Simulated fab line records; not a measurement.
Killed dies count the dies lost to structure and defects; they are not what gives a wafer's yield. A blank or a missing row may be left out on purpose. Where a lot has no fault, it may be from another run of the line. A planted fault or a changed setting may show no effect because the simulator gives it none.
fab line records    flow n5-finfet
record: lots: 7  wafers: 21
route steps=1938 shown MOL_CONTACT_COAG@605 BEOL_M0_SAQP@672 BEOL_M0@715 BEOL_M1@797 BEOL_M2@928 BEOL_M3@931
start-h: hours from the record's opening day to when the first of the lot's shown wafers began    wait-h: time in hours since the lot's previous step    " as in the row above    L1.1+2: a single row standing in for several wafers    - no value present, or no start provided    * or withheld: withheld    < > ~ a bound
route shown NAME@n: names a module that has steps shown in the file, with the first one's number in the route    usual: mean/standard deviation of fault-free wafers    same: alike in all rows    chamber/n: place in a boat    sites: per-site readings    _std_site: standard deviation across them    _edge_site: inner sites' mean taken away from outer sites' mean    radius-mm: for every site, how far away it sits from the centre of the wafer    mask NAME#n: copy n    behind: tool/chamber where the wafer was last shaped    hold: why the lot went on hold/how many hours it stayed there/how the hold came to an end    device: transistor that didn't switch, given as n, p or np    end of line: the route-end tests of the same wafers    a step given without rows: its recipe and nothing more    killed: dies lost to structure and defects at the first sort, not the wafer's yield    map: per-die view of a wafer (x killed, . not killed, _ where there is no die)
set.NAME: setting as actually run; set.NAME@STEP: the setting as run at that earlier step    model.NAME: the simulator's own value behind a step, which no gauge read
lots with deliberately changed settings; one table per step, one row per wafer
== steps ==
step: N5_MOL_CONTACT_COAG_DESCUM_45
recipe: chemistry: O2  time-s: 7  source-power-w: 50  bias-power-w: 20  pressure-mtorr: 20  rf-frequency-hz: 2.712e+07  temp-c: 40  resist: CAR-EUV  o2-flow-sccm: 225
lot.wafer   tool         chamber  start-h  wait-h  set.time-s  model.CAR-EUV_of_MOL_CONTACT_COAG_COAT_34.thk-nm
L076.1      rie-diel-05  3        111.25   0.0     8.392       35.6
L076.2+6    "            1,0      "        "       7           36.2
L081.2      rie-diel-02  1        143.72   0.0     6.39        36.2
L081.5      "            2        "        "       7           36
L081.6      "            1        "        "       6.39        36.4
L086.3      rie-diel-05  0        178.91   0.0     7           36.2
L086.4+5    "            1        "        "       5.487       36.8
L089.2+3+4  rie-diel-02  3,0,1    198.70   0.0     7           36.2
L091.3      rie-diel-05  1        205.85   0.2     7           36
L091.4      "            2        "        "       7           36.2
L091.5      "            0        "        "       8.135       35.6
L095.2      rie-diel-02  0        237.70   0.2     7           36.2
L095.4      "            3        "        "       7           36
L095.6      "            2        "        "       5.448       36.8
L097.1      rie-diel-02  1        247.40   0.0     7           36
L097.3      "            0        "        "       7           35.8
L097.6      "            1        "        "       6.094       36.6
step: N5_MOL_CONTACT_COAG_ETCH_65
recipe: chemistry: N2/H2  target: underlayer  target-depth-a: 130  mask-material: CAR-EUV  time-s: 10.4  ion-energy-ev: 200  pressure-mtorr: 30  source-w: 840  bias-w: 150  n2-flow-sccm: 200  h2-flow-sccm: 200  ends: cleared
lot.wafer   tool         chamber  start-h  wait-h  set.time-s@MOL_CONTACT_COAG_DESCUM_45  model.CAR-EUV_of_MOL_CONTACT_COAG_COAT_34.thk-nm
L076.1      rie-diel-05  3        111.28   0.0     8.392                                  24
L076.2      "            1        "        "       7                                      24.8
L076.6      "            0        "        "       7                                      24.6
L081.2      rie-diel-02  1        143.75   0.0     6.39                                   24.8
L081.5      "            2        "        "       7                                      24.8
L081.6      "            1        "        "       6.39                                   25
L086.3      rie-diel-05  0        178.94   0.0     7                                      24.6
L086.4      "            1        "        "       5.487                                  25.2
L086.5      "            1        "        "       5.487                                  25.4
L089.2+3+4  rie-diel-02  3,0,1    198.74   0.0     7                                      24.8
L091.3      rie-diel-05  1        205.88   0.0     7                                      24.6
L091.4      "            2        "        "       7                                      24.8
L091.5      "            0        "        "       8.135                                  24.2
L095.2+4    rie-diel-02  0,3      237.73   0.0     7                                      24.6
L095.6      "            2        "        "       5.448                                  25.6
L097.1      rie-diel-02  1        247.43   0.0     7                                      24.6
L097.3      "            0        "        "       7                                      24.4
L097.6      "            1        "        "       6.094                                  25.2
step: N5_BEOL_M0_SAQP_ETCH_106
recipe: chemistry: N2/H2  target: SOC  target-depth-a: 1500  stop-on: SiNx  ion-energy-ev: 100  bias-w: 61  pressure-mtorr: 30  source-w: 850  n2-flow-sccm: 200  h2-flow-sccm: 200
lot.wafer  tool         chamber  start-h  wait-h  set.target-depth-a  model.SOC_of_BEOL_M0_SAQP_COAT_105.thk-nm
L076.1     rie-diel-04  1        123.80   -       1384                28.6
L076.2     "            3        "        "       1500                24.2
L076.6     "            1        "        "       1500                22.2
L081.2     rie-diel-04  3        155.17   -       1623                18.4
L081.5     "            3        "        "       1500                24.4
L081.6     "            2        "        "       1623                20
L086.3     rie-diel-04  0        189.76   -       1584                19
L086.4     "            3        "        "       1500                24
L086.5     "            0        "        "       1584                19.8
L089.2     rie-diel-04  1        207.52   -       1500                22.2
L089.3     "            3        "        "       1500                22.4
L089.4     "            2        "        "       1500                24.8
L091.3     rie-diel-01  2        214.82   -       1500                26.2
L091.4     "            1        "        "       1500                24.2
L091.5     "            3        "        "       1500                25.4
L095.2     rie-diel-01  0        247.14   -       1500                26.6
L095.4     "            3        "        "       1500                25.2
L095.6     "            0        "        "       1500                26.4
L097.1     rie-diel-06  2        256.55   -       1420                26.2
L097.3     "            1        "        "       1420                27.6
L097.6     "            1        "        "       1420                26.8
step: N5_BEOL_M0_SAQP_ETCH_107
recipe: chemistry: CH3F/O2  target: SiNx  target-depth-a: 300  mask-material: SOC  pressure-mtorr: 30  source-w: 395  bias-w: 73  Ar_flow_sccm: 150  CH3F_flow_sccm: 30  O2_flow_sccm: 20  ion-energy-ev: 120
lot.wafer  tool         chamber  start-h  wait-h  set.target-depth-a@BEOL_M0_SAQP_ETCH_106  model.SOC_of_BEOL_M0_SAQP_COAT_105.thk-nm
L076.1     rie-diel-04  1        123.86   0.0     1384                                      17.6
L076.2     "            3        "        "       1500                                      13.4
L076.6     "            1        "        "       1500                                      11.2
L081.2     rie-diel-04  3        155.23   0.0     1623                                      7.4
L081.5     "            3        "        "       1500                                      13.6
L081.6     "            2        "        "       1623                                      9.2
L086.3     rie-diel-04  0        189.82   0.0     1584                                      8.4
L086.4     "            3        "        "       1500                                      13.2
L086.5     "            0        "        "       1584                                      8.8
L089.2     rie-diel-04  1        207.58   0.0     1500                                      11.2
L089.3     "            3        "        "       1500                                      11.4
L089.4     "            2        "        "       1500                                      14.2
L091.3     rie-diel-01  2        214.88   0.0     1500                                      15.6
L091.4     "            1        "        "       1500                                      13.2
L091.5     "            3        "        "       1500                                      14.8
L095.2     rie-diel-01  0        247.20   0.0     1500                                      16
L095.4     "            3        "        "       1500                                      14.8
L095.6     "            0        "        "       1500                                      15.8
L097.1     rie-diel-06  2        256.61   0.0     1420                                      15.2
L097.3     "            1        "        "       1420                                      16.8
L097.6     "            1        "        "       1420                                      15.8
step: N5_BEOL_M0_SAQP_SPACER2_ALD_26
recipe: material: SiO2  target-thk-a: 150  temp-c: 300  ald-precursor-family: BDEAS  ald-co-reactant: O2-plasma  pulse-time-s: 1  purge-time-s: 2  co-reactant-purge-time-s: 2  pressure-torr: 2
lot.wafer   tool        chamber  start-h  wait-h  set.target-thk-a  model.SiO2_of_BEOL_M0_SAQP_SPACER2_ALD_26.thk-nm
L076.1+6    ald-sin-04  0,1      125.61   1.6     150               15
L076.2      "           1        "        "       165.6             16.6
L081.2+5+6  ald-sin-01  3,2,3    155.47   0.1     150               15
L086.3+4    ald-sin-04  0,2      190.07   0.1     150               15
L086.5      "           0        "        "       140.2             14
L089.2+3+4  ald-sin-04  0,3,3    207.83   0.1     150               15
L091.3+5    ald-sin-04  3        215.56   0.5     130.6             13
L091.4      "           0        "        "       150               15
L095.2      ald-sin-02  1        247.91   0.6     133.1             13.4
L095.4+6    "           3,2      "        "       150               15
L097.1+3+6  ald-sin-01  2,3,2    256.86   0.1     150               15
step: N5_BEOL_M0_SAQP_SPACER2_ETCHBACK_27
recipe: chemistry: CHF3/O2  mode: anisotropic-etchback  target: SiO2  target-depth-a: 225  time-s: 11.25  pressure-mtorr: 30  source-w: 650  bias-w: 170  Ar_flow_sccm: 200  CHF3_flow_sccm: 50  O2_flow_sccm: 5  ion-energy-ev: 200
step: N5_BEOL_M0_SAQP_MANDREL2_REMOVE_110
recipe: chemistry: HBr/Cl2/O2  bt-time-s: 10  target: a-Si  stop-on: SiCN  endpoint: OES-SiCl  over-etch-frac: 1  icp-w: 600  bias-w: 30  HBr_flow_sccm: 150  Cl2_flow_sccm: 80  O2_flow_sccm: 5  pressure-mtorr: 10
lot.wafer   tool       chamber  start-h  wait-h  set.target-thk-a@BEOL_M0_SAQP_SPACER2_ALD_26  model.BEOL_M0_SAQP.cd-nm
L076.1+6    rie-si-05  1,3      126.24   0.1     150                                           15
L076.2      "          3        "        "       165.6                                         16.8
L081.2+5+6  rie-si-05  1,1,2    156.23   0.1     150                                           15
L086.3+4    rie-si-02  2,3      190.70   0.1     150                                           15
L086.5      "          1        "        "       140.2                                         14
L089.2+3+4  rie-si-05  0,2,1    208.55   0.1     150                                           15
L091.3+5    rie-si-02  1,3      216.19   0.1     130.6                                         13
L091.4      "          2        "        "       150                                           15
L095.2      rie-si-05  1        248.54   0.1     133.1                                         13.4
L095.4+6    "          2,1      "        "       150                                           15
L097.1      rie-si-06  0        257.49   0.1     150                                           15
L097.3      "          1        "        "       150                                           15.2
L097.6      "          0        "        "       150                                           14.8
step: N5_BEOL_M0_SAQP_CD_MEAS_29
recipe: target-cd-nm: 14.4  landing-energy-ev: 1000  detector: se-inlens
usual: cd-nm: 15.08/0.21
lot.wafer  tool       chamber  start-h  wait-h  set.target-thk-a@BEOL_M0_SAQP_SPACER2_ALD_26  cd-nm
L076.1     cd-sem-02  0        126.35   0.1     150                                           15.07
L076.2     "          0        "        "       165.6                                         16.87
L076.6     "          0        "        "       150                                           15.04
L081.2     cd-sem-02  0        156.34   0.1     150                                           15.01
L081.5     "          0        "        "       150                                           15.49
L081.6     "          0        "        "       150                                           14.85
L086.3     cd-sem-01  0        190.82   0.1     150                                           14.86
L086.4     "          0        "        "       150                                           15.17
L086.5     "          0        "        "       140.2                                         14.14
L089.2     cd-sem-03  0        208.66   0.1     150                                           15.00
L089.3     "          0        "        "       150                                           14.73
L089.4     "          0        "        "       150                                           15.01
L091.3     cd-sem-03  0        216.31   0.1     130.6                                         13.00
L091.4     "          0        "        "       150                                           15.04
L091.5     "          0        "        "       130.6                                         12.82
L095.2     cd-sem-01  0        248.65   0.1     133.1                                         13.75
L095.4     "          0        "        "       150                                           15.09
L095.6     "          0        "        "       150                                           14.90
L097.1     cd-sem-03  0        257.60   0.1     150                                           15.38
L097.3     "          0        "        "       150                                           15.00
L097.6     "          0        "        "       150                                           15.09
step: N5_BEOL_M0_ETCH_138
recipe: chemistry: CH3F/O2  target-depth-a: 120  target: SiCN  time-s: 31.6  ion-energy-ev: 120  pressure-mtorr: 30  source-w: 395  bias-w: 75  Ar_flow_sccm: 150  CH3F_flow_sccm: 30  O2_flow_sccm: 20  ends: cleared
usual: rf-vpp-V: 297.3/1.3
lot.wafer  tool         chamber  start-h  wait-h  set.source-w  set.target-thk-a@BEOL_M0_SAQP_SPACER2_ALD_26  rf-vpp-V  model.SiO2_of_BEOL_M0_SAQP_SPACER2_ALD_26.thk-nm
L076.1     rie-diel-05  1        128.39   0.0     395           150                                           298.7     5
L076.2     "            0        "        "       395           165.6                                         297.6     6.8
L076.6     "            0        "        "       395           150                                           298.7     5
L081.2     rie-diel-05  2        159.05   0.0     395           150                                           296.5     5.2
L081.5     "            0        "        "       395           150                                           298.4     5
L081.6     "            3        "        "       395           150                                           298.3     5
L086.3     rie-diel-03  1        192.72   0.0     361.6         150                                           308.6     5.2
L086.4     "            0        "        "       395           150                                           295.7     5.2
L086.5     "            0        "        "       395           140.2                                         296.1     4.2
L089.2     rie-diel-03  1        210.82   0.0     395           150                                           297.1     5.2
L089.3     "            3        "        "       395           150                                           297.6     5
L089.4     "            0        "        "       395           150                                           296.8     5
L091.3     rie-diel-05  1        218.64   0.0     344.4         130.6                                         311.4     3.2
L091.4     "            2        "        "       344.4         150                                           310.6     4.8
L091.5     "            0        "        "       395           130.6                                         298.1     3
L095.2     rie-diel-02  1        250.68   0.0     395           133.1                                         299.1     3.6
L095.4     "            3        "        "       395           150                                           296.1     5.2
L095.6     "            0        "        "       395           150                                           294.9     5
L097.1     rie-diel-03  1        259.72   0.0     443.4         150                                           286.2     5.2
L097.3     "            3        "        "       395           150                                           298.0     5
L097.6     "            1        "        "       443.4         150                                           287.9     5.2
step: N5_BEOL_M0_HM_OPEN_105
recipe: chemistry: Cl2/BCl3  target-depth-a: 120  target: TiN  ion-energy-ev: 150  pressure-mtorr: 10  icp-w: 1000  bias-w: 126  Cl2_flow_sccm: 53.25  bcl3-flow-sccm: 21.75  Ar_flow_sccm: 25
lot.wafer   tool          chamber  start-h  wait-h  set.target-thk-a@BEOL_M0_SAQP_SPACER2_ALD_26  model.SiO2_of_BEOL_M0_SAQP_SPACER2_ALD_26.thk-nm
L076.1+6    rie-metal-02  0        130.98   2.6     150                                           2.6
L076.2      "             1        "        "       165.6                                         4.2
L081.2+5+6  rie-metal-02  0,1,0    159.56   0.5     150                                           2.6
L086.3      rie-metal-02  1        195.41   2.6     150                                           2.8
L086.4      "             0        "        "       150                                           2.6
L086.5      "             0        "        "       140.2                                         2
L089.2      rie-metal-02  1        210.93   0.1     150                                           2.8
L089.3+4    "             1,0      "        "       150                                           2.6
L091.3+5    rie-metal-01  1,0      218.79   0.1     130.6                                         1.4
L091.4      "             0        "        "       150                                           2.6
L095.2      rie-metal-02  1        252.57   1.9     133.1                                         1.6
L095.4+6    "             0,1      "        "       150                                           2.6
L097.1      rie-metal-01  1        261.93   2.2     150                                           2.8
L097.3+6    "             1        "        "       150                                           2.6
step: N5_BEOL_M0_ETCH_128
recipe: chemistry: CF4/N2  target-depth-a: 120  overetch-a: 51  target: SiCN  time-s: 21.4  ion-energy-ev: 150  pressure-mtorr: 40  source-w: 430  bias-w: 70  Ar_flow_sccm: 100  cf4-flow-sccm: 60  n2-flow-sccm: 60
usual: rf-vpp-V: 381.9/1.8
lot.wafer  tool         chamber  start-h  wait-h  set.source-w  rf-vpp-V
L076.1     rie-diel-02  1        132.03   0.8     430           384.2
L076.2     "            3        "        "       430           379.8
L076.6     "            1        "        "       430           385.5
L081.2     rie-diel-03  3        160.50   0.3     453.7         375.7
L081.5     "            1        "        "       453.7         375.6
L081.6     "            0        "        "       430           380.2
L086.3     rie-diel-05  2        195.68   0.0     430           381.2
L086.4     "            0        "        "       430           383.6
L086.5     "            3        "        "       430           383.6
L089.2     rie-diel-03  0        211.24   0.0     430           382.5
L089.3     "            3        "        "       430           381.9
L089.4     "            0        "        "       430           381.4
L091.3     rie-diel-02  1        219.05   0.0     430           382.0
L091.4     "            2        "        "       369.3         401.2
L091.5     "            0        "        "       369.3         396.5
L095.2     rie-diel-02  1        253.55   0.5     467.9         371.9
L095.4     "            0        "        "       430           378.6
L095.6     "            0        "        "       430           378.0
L097.1     rie-diel-05  3        262.52   0.0     430           382.9
L097.3     "            1        "        "       404           392.6
L097.6     "            3        "        "       404           392.1
step: N5_BEOL_M1_VIA_ETCH_34
recipe: chemistry: C4F6/O2  target-depth-a: 678  mask-material: SOC  pressure-mtorr: 15  ion-energy-ev: 250  taper-deg: 4  time-s: 64.4  source-w: 350  bias-w: 170  Ar_flow_sccm: 300  C4F6_flow_sccm: 10  O2_flow_sccm: 10
lot.wafer  tool         chamber  start-h  wait-h  set.time-s  model.etch.depth-nm  model.SOC_of_BEOL_M1_COAT_67.thk-nm
L076.1     rie-diel-01  0        142.03   0.0     64.4        66.77                52.6
L076.2     "            1        "        "       64.4        67.69                52.6
L076.6     "            1        "        "       64.4        66.87                52.8
L081.2     rie-diel-04  0        168.68   0.0     64.4        67.76                52.2
L081.5     "            3        "        "       77.26       80.64                50.6
L081.6     "            2        "        "       77.26       80.02                50.6
L086.3     rie-diel-04  0        203.99   0.0     75.63       79.86                50.8
L086.4     "            3        "        "       64.4        68.06                52
L086.5     "            1        "        "       75.63       79.92                50.6
L089.2     rie-diel-04  1        220.68   0.0     64.4        67.94                51.8
L089.3     "            2        "        "       64.4        67.18                52
L089.4     "            0        "        "       64.4        67.31                52
L091.3     rie-diel-06  3        228.00   0.0     64.4        68.11                51.8
L091.4     "            1        "        "       64.4        67.2                 52.2
L091.5     "            1        "        "       64.4        67.5                 52.2
L095.2     rie-diel-01  2        268.95   0.0     76.07       77.01                50.6
L095.4     "            2        "        "       64.4        66.39                52
L095.6     "            0        "        "       76.07       77.63                50.6
L097.1     rie-diel-04  0        274.70   0.0     74.77       77.59                51.2
L097.3     "            3        "        "       74.77       78.35                51
L097.6     "            2        "        "       64.4        66.37                52.2
step: N5_BEOL_M1_TRENCH_ETCH_37
recipe: chemistry: C4F6/O2  target-depth-a: 552.07  target: SiOC  time-s: 29  ion-energy-ev: 250  pressure-mtorr: 30  source-w: 355  bias-w: 185  Ar_flow_sccm: 300  C4F6_flow_sccm: 10  O2_flow_sccm: 10
usual: rf-vpp-V: 668/10
lot.wafer  tool         chamber  start-h  wait-h  set.bias-w  rf-vpp-V  model.BEOL_M1.feature-depth-nm  model.etch.depth-nm
L076.1     rie-diel-01  0        -        -       195         691       55.6                            55.58
L076.2     "            1        "        "       195         701       56.2                            56.26
L076.6     "            1        "        "       185         669       54.6                            54.66
L081.2     rie-diel-04  0        -        -       185         683       54.4                            54.46
L081.5     "            3        "        "       185         664       55                              54.94
L081.6     "            2        "        "       185         650       53.6                            53.53
L086.3     rie-diel-04  0        -        -       185         683       54.6                            54.62
L086.4     "            3        "        "       210         734       57.6                            57.64
L086.5     "            1        "        "       210         748       58                              58.07
L089.2     rie-diel-04  1        -        -       185         677       55.8                            55.84
L089.3     "            2        "        "       185         649       55                              55.04
L089.4     "            0        "        "       185         681       55.4                            55.45
L091.3     rie-diel-06  3        -        -       185         659       55.8                            55.71
L091.4     "            1        "        "       185         672       55.4                            55.45
L091.5     "            1        "        "       185         671       55.4                            55.5
L095.2     rie-diel-01  2        -        -       165.8       608       52.6                            52.53
L095.4     "            2        "        "       165.8       609       51.8                            51.85
L095.6     "            0        "        "       185         661       54                              53.99
L097.1     rie-diel-04  0        -        -       185         681       54.6                            54.57
L097.3     "            3        "        "       161.6       595       52.8                            52.85
L097.6     "            2        "        "       161.6       582       52                              51.98
step: N5_BEOL_M1_ETCH_41
recipe: chemistry: CH3F/O2  target: SiCN  target-depth-a: 319  taper-deg: 2  time-s: 57.8  ion-energy-ev: 120  mask-material: TiN  pressure-mtorr: 30  source-w: 395  bias-w: 75  Ar_flow_sccm: 150  CH3F_flow_sccm: 30  O2_flow_sccm: 20
step: N5_BEOL_M1_STRIP_97
recipe: chemistry: N2/H2  time-s: 10  power-w: 450  temp-c: 40  pressure-mtorr: 20  rf-frequency-hz: 6e+07  bias-power-w: 7  n2-flow-sccm: 200  h2-flow-sccm: 200
step: N5_BEOL_M1_OCD_MEAS_38
usual: trench-depth-nm: 54.7/0.83
lot.wafer  tool    chamber  start-h  wait-h  set.bias-w@BEOL_M1_TRENCH_ETCH_37  trench-depth-nm
L076.1     ocd-01  -        142.29   -       195                                55.1
L076.2     "       -        "        "       195                                56.6
L076.6     "       -        "        "       185                                54.4
L081.2     ocd-01  -        168.94   -       185                                53.9
L081.5     "       -        "        "       185                                54.6
L081.6     "       -        "        "       185                                53.3
L086.3     ocd-02  -        204.25   -       185                                54.8
L086.4     "       -        "        "       210                                57.2
L086.5     "       -        "        "       210                                58.2
L089.2     ocd-01  -        220.93   -       185                                55.8
L089.3     "       -        "        "       185                                54.8
L089.4     "       -        "        "       185                                55.1
L091.3     ocd-02  -        228.27   -       185                                55.6
L091.4     "       -        "        "       185                                55.7
L091.5     "       -        "        "       185                                55.8
L095.2     ocd-01  -        269.21   -       165.8                              52.4
L095.4     "       -        "        "       165.8                              51.9
L095.6     "       -        "        "       185                                53.9
L097.1     ocd-01  -        274.95   -       185                                54.2
L097.3     "       -        "        "       161.6                              52.8
L097.6     "       -        "        "       161.6                              51.4
step: N5_BEOL_M2_DEP_57
recipe: material: SiCN  target-thk-a: 80  temp-c: withheld  precursor: 3MS/NH3  pressure-torr: 3  rf-w: 202  time-s: 14
lot.wafer  tool      chamber  start-h  wait-h  set.time-s  model.SiCN_of_BEOL_M2_DEP_57.thk-nm
L076.1+2   pecvd-02  0,2      157.75   0.0     14          8.2
L076.6     "         2        "        "       14.79       8.8
L081.2+5   pecvd-01  0,1      187.27   0.0     12.75       7.4
L081.6     "         0        "        "       14          8.2
L086.3     pecvd-04  0        222.52   0.0     12.66       7.4
L086.4     "         1        "        "       12.66       7.2
L086.5     "         1        "        "       14          8.2
L089.2     pecvd-02  0        238.84   0.0     14          7.8
L089.3+4   "         2        "        "       14          8
L091.3     pecvd-02  0        244.62   0.0     14          8
L091.4     "         2        "        "       14.84       8.6
L091.5     "         1        "        "       14          8.2
L095.2     pecvd-01  1        282.70   0.0     14          7.8
L095.4+6   "         2,1      "        "       14          8.2
L097.1     pecvd-01  1        291.34   0.0     14          8
L097.3+6   "         0,1      "        "       14          8.2
step: N5_BEOL_M3_ILD_DEP_00
recipe: material: SiOC  target-thk-a: 790  temp-c: 350  precursor: DEMS/O2  pressure-torr: 5  rf-w: 500  time-s: 15.3
lot.wafer  tool      chamber  start-h  wait-h  set.time-s  model.SiOC_of_BEOL_M3_ILD_DEP_00.thk-nm
L076.1     pecvd-04  1        157.90   0.0     15.3        78
L076.2     "         0        "        "       14.15       73
L076.6     "         1        "        "       14.15       73.8
L081.2     pecvd-04  2        187.40   0.0     15.3        78.4
L081.5     "         0        "        "       15.3        79.4
L081.6     "         1        "        "       15.3        79.6
L086.3     pecvd-04  1        222.67   0.1     15.3        78.4
L086.4     "         0        "        "       15.3        79
L086.5     "         1        "        "       15.3        78.6
L089.2     pecvd-03  1        238.97   0.0     15.3        79.2
L089.3     "         2        "        "       15.3        78.6
L089.4     "         1        "        "       15.3        79.6
L091.3     pecvd-03  0        244.75   0.0     15.3        76.8
L091.4     "         0        "        "       15.3        78.8
L091.5     "         2        "        "       14.1        73.8
L095.2     pecvd-02  2        282.83   0.0     13.87       70.2
L095.4     "         2        "        "       13.87       71.2
L095.6     "         1        "        "       15.3        78.8
L097.1     pecvd-04  0        291.48   0.0     17.33       88.6
L097.3     "         1        "        "       15.3        78.8
L097.6     "         2        "        "       17.33       90
step: N5_BEOL_M3_THK_MEAS_01
recipe: reads: SiOC_of_BEOL_M3_ILD_DEP_00
usual: M3_ILD_THK: 78.6/0.98
lot.wafer  tool           chamber  start-h  wait-h  set.time-s@BEOL_M3_ILD_DEP_00  M3_ILD_THK[nm]
L076.1     film-metro-02  -        157.97   0.0     15.3                           78.1
L076.2     "              -        "        "       14.15                          73.0
L076.6     "              -        "        "       14.15                          73.9
L081.2     film-metro-02  -        187.47   0.1     15.3                           78.4
L081.5     "              -        "        "       15.3                           79.4
L081.6     "              -        "        "       15.3                           79.5
L086.3     film-metro-01  -        222.74   0.1     15.3                           78.3
L086.4     "              -        "        "       15.3                           79.1
L086.5     "              -        "        "       15.3                           78.6
L089.2     film-metro-02  -        239.04   0.1     15.3                           79.2
L089.3     "              -        "        "       15.3                           78.6
L089.4     "              -        "        "       15.3                           79.7
L091.3     film-metro-01  -        244.82   0.1     15.3                           76.8
L091.4     "              -        "        "       15.3                           78.8
L091.5     "              -        "        "       14.1                           73.8
L095.2     film-metro-02  -        282.90   0.1     13.87                          70.2
L095.4     "              -        "        "       13.87                          71.3
L095.6     "              -        "        "       15.3                           78.7
L097.1     film-metro-01  -        291.55   0.0     17.33                          88.7
L097.3     "              -        "        "       15.3                           78.8
L097.6     "              -        "        "       17.33                          90.1
== key ==
split: step: N5_MOL_CONTACT_COAG_DESCUM_45  setting: time-s  stated: 7  by: wafer
response: step: N5_MOL_CONTACT_COAG_DESCUM_45  reading: model.CAR-EUV_of_MOL_CONTACT_COAG_COAT_34.thk-nm  change: -0.0324  per: 1%  r: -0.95
response: step: N5_MOL_CONTACT_COAG_ETCH_65  reading: model.CAR-EUV_of_MOL_CONTACT_COAG_COAT_34.thk-nm  change: -0.0372  per: 1%  r: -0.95
split: step: N5_BEOL_M0_SAQP_ETCH_106  setting: target-depth-a  stated: 1500  by: wafer
response: step: N5_BEOL_M0_SAQP_ETCH_106  reading: model.SOC_of_BEOL_M0_SAQP_COAT_105.thk-nm  change: -0.695  per: 1%  r: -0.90
response: step: N5_BEOL_M0_SAQP_ETCH_107  reading: model.SOC_of_BEOL_M0_SAQP_COAT_105.thk-nm  change: -0.696  per: 1%  r: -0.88
split: step: N5_BEOL_M0_SAQP_SPACER2_ALD_26  setting: target-thk-a  stated: 150  by: wafer
response: step: N5_BEOL_M0_SAQP_SPACER2_ALD_26  reading: model.SiO2_of_BEOL_M0_SAQP_SPACER2_ALD_26.thk-nm  change: +0.151  per: 1%  r: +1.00
response: step: N5_BEOL_M0_SAQP_MANDREL2_REMOVE_110  reading: model.BEOL_M0_SAQP.cd-nm  change: +0.155  per: 1%  r: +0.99
response: step: N5_BEOL_M0_SAQP_CD_MEAS_29  reading: cd-nm  change: +0.149  per: 1%  r: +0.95
response: step: N5_BEOL_M0_ETCH_138  reading: model.SiO2_of_BEOL_M0_SAQP_SPACER2_ALD_26.thk-nm  change: +0.144  per: 1%  r: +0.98
response: step: N5_BEOL_M0_HM_OPEN_105  reading: model.SiO2_of_BEOL_M0_SAQP_SPACER2_ALD_26.thk-nm  change: +0.108  per: 1%  r: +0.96
split: step: N5_BEOL_M0_ETCH_138  setting: source-w  stated: 395  by: wafer
response: step: N5_BEOL_M0_ETCH_138  reading: rf-vpp-V  change: -1.05  per: 1%  r: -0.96
split: step: N5_BEOL_M0_ETCH_128  setting: source-w  stated: 430  by: wafer
response: step: N5_BEOL_M0_ETCH_128  reading: rf-vpp-V  change: -1.1  per: 1%  r: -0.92
split: step: N5_BEOL_M1_VIA_ETCH_34  setting: time-s  stated: 64.4  by: wafer
response: step: N5_BEOL_M1_VIA_ETCH_34  reading: model.etch.depth-nm  change: +0.653  per: 1%  r: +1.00
response: step: N5_BEOL_M1_VIA_ETCH_34  reading: model.SOC_of_BEOL_M1_COAT_67.thk-nm  change: -0.0757  per: 1%  r: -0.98
split: step: N5_BEOL_M1_TRENCH_ETCH_37  setting: bias-w  stated: 185  by: wafer
response: step: N5_BEOL_M1_TRENCH_ETCH_37  reading: rf-vpp-V  change: +5.55  per: 1%  r: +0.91
response: step: N5_BEOL_M1_TRENCH_ETCH_37  reading: model.BEOL_M1.feature-depth-nm  change: +0.202  per: 1%  r: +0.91
response: step: N5_BEOL_M1_TRENCH_ETCH_37  reading: model.etch.depth-nm  change: +0.201  per: 1%  r: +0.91
response: step: N5_BEOL_M1_OCD_MEAS_38  reading: trench-depth-nm  change: +0.193  per: 1%  r: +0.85
split: step: N5_BEOL_M2_DEP_57  setting: time-s  stated: 14  by: wafer
response: step: N5_BEOL_M2_DEP_57  reading: model.SiCN_of_BEOL_M2_DEP_57.thk-nm  change: +0.0926  per: 1%  r: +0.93
split: step: N5_BEOL_M3_ILD_DEP_00  setting: time-s  stated: 15.3  by: wafer
response: step: N5_BEOL_M3_ILD_DEP_00  reading: model.SiOC_of_BEOL_M3_ILD_DEP_00.thk-nm  change: +0.737  per: 1%  r: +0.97
response: step: N5_BEOL_M3_THK_MEAS_01  reading: M3_ILD_THK  change: +0.74  per: 1%  r: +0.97
